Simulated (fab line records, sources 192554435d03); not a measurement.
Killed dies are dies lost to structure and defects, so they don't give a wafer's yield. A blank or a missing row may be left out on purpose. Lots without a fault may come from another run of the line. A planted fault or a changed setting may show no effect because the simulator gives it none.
Which tool did it? | flow n5_finfet | 24 lots, 72 wafers sampled, at 4 steps of a route of 1938

WHAT THE GAUGES READ, wafer by wafer
N5_SD_EPI_P_EPI_MEAS_23.
lot  | measured    | on            | thk_nm (nm)
L074 | day 3 12:00 | film_metro-01 | 60.5 60.7 60.3
L075 | day 3 23:17 | film_metro-01 | 60.1 63.9 60.7
L076 | day 4 05:41 | film_metro-02 | 60.3 59.5 59.2
L078 | day 4 10:17 | film_metro-02 | 62.1 62.4 61.1
L077 | day 4 12:41 | film_metro-02 | 61.5 61.9 63.2
L079 | day 4 19:09 | film_metro-02 | 60.5 60.2 60.5
L080 | day 4 23:02 | film_metro-01 | 59.7 59.5 60.3
L081 | day 5 07:46 | film_metro-02 | 58.3 59.6 60.3
L082 | day 5 17:44 | film_metro-01 | 62.9 61.3 60.2
L083 | day 5 21:26 | film_metro-01 | 62.8 63.7 61.9
L084 | day 6 10:24 | film_metro-01 | 60.3 61.7 59.8
L085 | day 6 15:27 | film_metro-01 | 61.6 59.7 60.8
L086 | day 6 17:11 | film_metro-01 | 62.4 62.5 60.3
L087 | day 6 21:17 | film_metro-01 | 61.9 61.0 63.4
L088 | day 7 04:13 | film_metro-02 | 61.3 59.8 61.2
L089 | day 7 09:13 | film_metro-02 | 61.1 62.3 61.7
L090 | day 7 12:39 | film_metro-02 | 62.4 62.9 62.3
L092 | day 7 20:35 | film_metro-01 | 61.2 60.5 60.2
L091 | day 8 00:02 | film_metro-02 | 60.2 60.5 63.2
L093 | day 8 08:40 | film_metro-02 | 62.7 61.6 60.7
L094 | day 8 13:55 | film_metro-02 | 61.9 62.2 58.9
L095 | day 8 16:05 | film_metro-02 | 61.3 59.5 60.3
L096 | day 9 01:50 | film_metro-02 | 60.9 61.5 60.4
L097 | day 9 07:46 | film_metro-01 | 60.8 61.7 61.1

N5_ILD0_INSPECT_06: inspects for defects (darkfield).
lot  | measured    | on                | raw_defect_count
L074 | day 3 19:21 | defect_inspect-01 | 19 39 22
L075 | day 4 06:30 | defect_inspect-01 | 12 15 20
L076 | day 4 12:55 | defect_inspect-01 | 49 25 57
L078 | day 4 17:36 | defect_inspect-02 | 23 27 31
L077 | day 4 21:55 | defect_inspect-01 | 43 110 34
L079 | day 5 02:36 | defect_inspect-01 | 51 34 76
L080 | day 5 06:37 | defect_inspect-02 | 75 45 39
L081 | day 5 14:58 | defect_inspect-02 | 51 20 18
L082 | day 6 01:01 | defect_inspect-02 | 31 53 48
L083 | day 6 05:47 | defect_inspect-02 | 34 48 22
L084 | day 6 17:37 | defect_inspect-02 | 45 44 76
L085 | day 6 23:00 | defect_inspect-01 | 22 36 13
L086 | day 7 02:15 | defect_inspect-02 | 33 28 80
L087 | day 7 05:16 | defect_inspect-02 | 35 49 38
L088 | day 7 11:25 | defect_inspect-02 | 33 24 23
L089 | day 7 16:32 | defect_inspect-02 | 58 26 30
L090 | day 7 19:52 | defect_inspect-02 | 39 54 28
L092 | day 8 03:59 | defect_inspect-01 | 29 22 50
L091 | day 8 07:38 | defect_inspect-01 | 78 41 36
L093 | day 8 16:15 | defect_inspect-02 | 24 13 36
L094 | day 8 21:44 | defect_inspect-01 | 42 73 39
L095 | day 8 23:27 | defect_inspect-02 | 62 39 33
L096 | day 9 09:38 | defect_inspect-02 | 63 21 30
L097 | day 9 14:59 | defect_inspect-02 | 29 27 28

WHICH TOOL RAN EACH LOT (tool, then ch and the chambers of the sampled wafers, then the start)
lot  | N5_SD_EPI_P_ETCHBACK_46           | N5_SD_EPI_P_ETCH_16
L074 | rie_diel-05 ch 1,2,3, day 3 08:01 | rie_diel-05 ch 1,2,3, day 3 08:13
L075 | rie_diel-02 ch 0,1,2, day 3 19:19 | rie_diel-02 ch 0,1,2, day 3 19:31
L076 | rie_diel-04 ch 0,3, day 4 01:46   | rie_diel-04 ch 0,3, day 4 01:58
L078 | rie_diel-02 ch 0,2, day 4 07:08   | rie_diel-02 ch 0,2, day 4 07:20
L077 | rie_diel-02 ch 1,2,3, day 4 08:43 | rie_diel-02 ch 1,2,3, day 4 08:55
L079 | rie_diel-02 ch 0,3, day 4 16:01   | rie_diel-02 ch 0,3, day 4 16:13
L080 | rie_diel-04 ch 0,2,3, day 4 19:11 | rie_diel-04 ch 0,2,3, day 4 19:23
L081 | rie_diel-02 ch 0,2,3, day 5 04:38 | rie_diel-02 ch 0,2,3, day 5 04:50
L082 | rie_diel-05 ch 1,2,3, day 5 14:22 | rie_diel-05 ch 1,2,3, day 5 14:34
L083 | rie_diel-02 ch 1,2,3, day 5 17:28 | rie_diel-02 ch 1,2,3, day 5 17:40
L084 | rie_diel-02 ch 0,3, day 6 05:19   | rie_diel-02 ch 0,3, day 6 05:31
L085 | rie_diel-05 ch 1,2,3, day 6 10:22 | rie_diel-05 ch 1,2,3, day 6 10:34
L086 | rie_diel-05 ch 1,2, day 6 12:06   | rie_diel-05 ch 1,2, day 6 12:18
L087 | rie_diel-04 ch 1,2, day 6 17:19   | rie_diel-04 ch 1,2, day 6 17:31
L088 | rie_diel-05 ch 2,3, day 6 23:07   | rie_diel-05 ch 2,3, day 6 23:19
L089 | rie_diel-04 ch 0,1,3, day 7 05:04 | rie_diel-04 ch 0,1,3, day 7 05:16
L090 | rie_diel-04 ch 1,2, day 7 07:34   | rie_diel-04 ch 1,2, day 7 07:46
L092 | rie_diel-02 ch 0,1, day 7 16:37   | rie_diel-02 ch 0,1, day 7 16:49
L091 | rie_diel-05 ch 1,2,3, day 7 18:55 | rie_diel-05 ch 1,2,3, day 7 19:07
L093 | rie_diel-05 ch 1,2,3, day 8 03:31 | rie_diel-05 ch 1,2,3, day 8 03:43
L094 | rie_diel-05 ch 2,3, day 8 08:38   | rie_diel-05 ch 2,3, day 8 08:50
L095 | rie_diel-04 ch 0,2,3, day 8 12:57 | rie_diel-04 ch 0,2,3, day 8 13:09
L096 | rie_diel-04 ch 0,2,3, day 8 21:52 | rie_diel-04 ch 0,2,3, day 8 22:04
L097 | rie_diel-02 ch 0,2, day 9 03:51   | rie_diel-02 ch 0,2, day 9 04:03
- N5_SD_EPI_P_ETCHBACK_46: etches SiNx in CH3F/O2, stops on SiO2, target depth 17.5 nm.
- N5_SD_EPI_P_ETCH_16: etches SiO2 in CHF3/O2, target depth 5 nm.

WHAT THE TOOLS THEMSELVES READ (means of the sampled wafers that have a number; where no wafer has one, the mark that the record gives instead)
N5_SD_EPI_P_ETCHBACK_46.
lot  | tool        | drypump_motor_current_A (A) | oes_o_777_au (a.u.) | oes_product_au (a.u.) | rf_vpp_V (V) | showerhead_plenum_p_Torr (Torr) | throttle_valve_pct (%)
L074 | rie_diel-05 | 5.5                         | 0.72                | 0.61                  | 293          | 1.96                            | 16.4
L075 | rie_diel-02 | 5.8                         | 0.75                | 0.64                  | 297          | 2.03                            | 16.6
L076 | rie_diel-04 | 5.1                         | 0.65                | 0.58                  | 306          | 2.01                            | 16.3
L078 | rie_diel-02 | 5.8                         | 0.74                | 0.62                  | 296          | 1.99                            | 16.7
L077 | rie_diel-02 | 5.7                         | 0.82                | 0.70                  | 295          | 2.07                            | 16.4
L079 | rie_diel-02 | 5.8                         | 0.80                | 0.71                  | 302          | 2.04                            | 16.3
L080 | rie_diel-04 | 5.1                         | 0.83                | 0.71                  | 299          | 2.00                            | 16.1
L081 | rie_diel-02 | 5.7                         | 0.79                | 0.69                  | 299          | 2.04                            | 16.4
L082 | rie_diel-05 | 5.5                         | 0.71                | 0.60                  | 293          | 1.95                            | 16.4
L083 | rie_diel-02 | 5.6                         | 0.81                | 0.68                  | 295          | 2.07                            | 16.5
L084 | rie_diel-02 | 5.8                         | 0.78                | 0.69                  | 303          | 2.04                            | 16.4
L085 | rie_diel-05 | 5.5                         | 0.80                | 0.69                  | 292          | 1.95                            | 16.2
L086 | rie_diel-05 | 5.7                         | 0.90                | 0.76                  | 291          | 1.95                            | 16.0
L087 | rie_diel-04 | 5.3                         | 0.82                | 0.67                  | 291          | 1.99                            | 16.4
L088 | rie_diel-05 | 5.6                         | 0.89                | 0.74                  | 292          | 1.95                            | 16.1
L089 | rie_diel-04 | 5.5                         | 0.84                | 0.74                  | 307          | 2.04                            | 16.1
L090 | rie_diel-04 | 5.3                         | 0.81                | 0.66                  | 291          | 1.99                            | 16.4
L092 | rie_diel-02 | 6.0                         | 0.73                | 0.64                  | 300          | 2.02                            | 16.5
L091 | rie_diel-05 | 5.5                         | 0.79                | 0.66                  | 293          | 1.95                            | 16.3
L093 | rie_diel-05 | 5.5                         | 0.78                | 0.66                  | 293          | 1.95                            | 16.3
L094 | rie_diel-05 | 5.5                         | 0.79                | 0.66                  | 292          | 1.95                            | 16.4
L095 | rie_diel-04 | 5.1                         | 0.88                | 0.75                  | 301          | 2.07                            | 16.0
L096 | rie_diel-04 | 5.1                         | 0.87                | 0.75                  | 300          | 2.07                            | 16.0
L097 | rie_diel-02 | 5.8                         | 0.71                | 0.61                  | 296          | 1.98                            | 16.7

N5_SD_EPI_P_ETCH_16.
lot  | tool        | drypump_motor_current_A (A) | oes_o_777_au (a.u.) | oes_product_au (a.u.) | rf_vpp_V (V) | showerhead_plenum_p_Torr (Torr) | throttle_valve_pct (%)
L074 | rie_diel-05 | 5.5                         | 0.71                | 0.71                  | 516          | 2.36                            | 18.9
L075 | rie_diel-02 | 5.9                         | 0.75                | 0.74                  | 523          | 2.44                            | 19.1
L076 | rie_diel-04 | 5.1                         | 0.66                | 0.67                  | 538          | 2.42                            | 18.8
L078 | rie_diel-02 | 5.8                         | 0.75                | 0.73                  | 521          | 2.40                            | 19.2
L077 | rie_diel-02 | 5.7                         | 0.83                | 0.81                  | 520          | 2.49                            | 19.0
L079 | rie_diel-02 | 5.8                         | 0.81                | 0.83                  | 535          | 2.46                            | 18.8
L080 | rie_diel-04 | 5.0                         | 0.83                | 0.83                  | 527          | 2.40                            | 18.6
L081 | rie_diel-02 | 5.7                         | 0.81                | 0.80                  | 526          | 2.45                            | 19.0
L082 | rie_diel-05 | 5.5                         | 0.70                | 0.70                  | 517          | 2.36                            | 18.9
L083 | rie_diel-02 | 5.6                         | 0.81                | 0.79                  | 520          | 2.48                            | 19.0
L084 | rie_diel-02 | 5.8                         | 0.80                | 0.80                  | 533          | 2.45                            | 18.9
L085 | rie_diel-05 | 5.5                         | 0.80                | 0.80                  | 516          | 2.36                            | 18.8
L086 | rie_diel-05 | 5.7                         | 0.88                | 0.89                  | 515          | 2.36                            | 18.6
L087 | rie_diel-04 | 5.3                         | 0.81                | 0.78                  | 511          | 2.41                            | 18.9
L088 | rie_diel-05 | 5.6                         | 0.87                | 0.87                  | 514          | 2.35                            | 18.7
L089 | rie_diel-04 | 5.5                         | 0.86                | 0.86                  | 541          | 2.45                            | 18.7
L090 | rie_diel-04 | 5.3                         | 0.80                | 0.78                  | 511          | 2.41                            | 18.9
L092 | rie_diel-02 | 6.0                         | 0.73                | 0.73                  | 529          | 2.43                            | 19.1
L091 | rie_diel-05 | 5.5                         | 0.78                | 0.77                  | 516          | 2.35                            | 18.8
L093 | rie_diel-05 | 5.5                         | 0.78                | 0.76                  | 516          | 2.35                            | 18.8
L094 | rie_diel-05 | 5.5                         | 0.77                | 0.76                  | 515          | 2.35                            | 18.9
L095 | rie_diel-04 | 5.1                         | 0.88                | 0.89                  | 529          | 2.49                            | 18.6
L096 | rie_diel-04 | 5.0                         | 0.88                | 0.89                  | 529          | 2.49                            | 18.6
L097 | rie_diel-02 | 5.8                         | 0.72                | 0.70                  | 521          | 2.39                            | 19.3

THE ANSWER, worked out from the rows above alone
Rule: what is usual is taken from the lots themselves. Put in order of their means at a reading, lots are off if they are a third of the lots or fewer, leave a main group of 4 or more, and stand apart from it by a gap of 3 or more times the standard deviation of the main group's means; of several such gaps the widest counts. A main group whose means are all the same, to the digits that the tables above print for the reading, isn't used. A lot without any number at a reading at which 4 lots or more have one is off too. The other lots that the step has rows for count as sound. The gauges are gone through in route order, then the tools' own readings, and for those a lot's mean is taken as printed above. The first step at which some lot is off is used, and at that step the reading that is off furthest; a lot without a number counts as furthest.
No lot is off at any reading shown: from this, nothing can be told.

WHAT THE SIMULATOR HAD PUT IN
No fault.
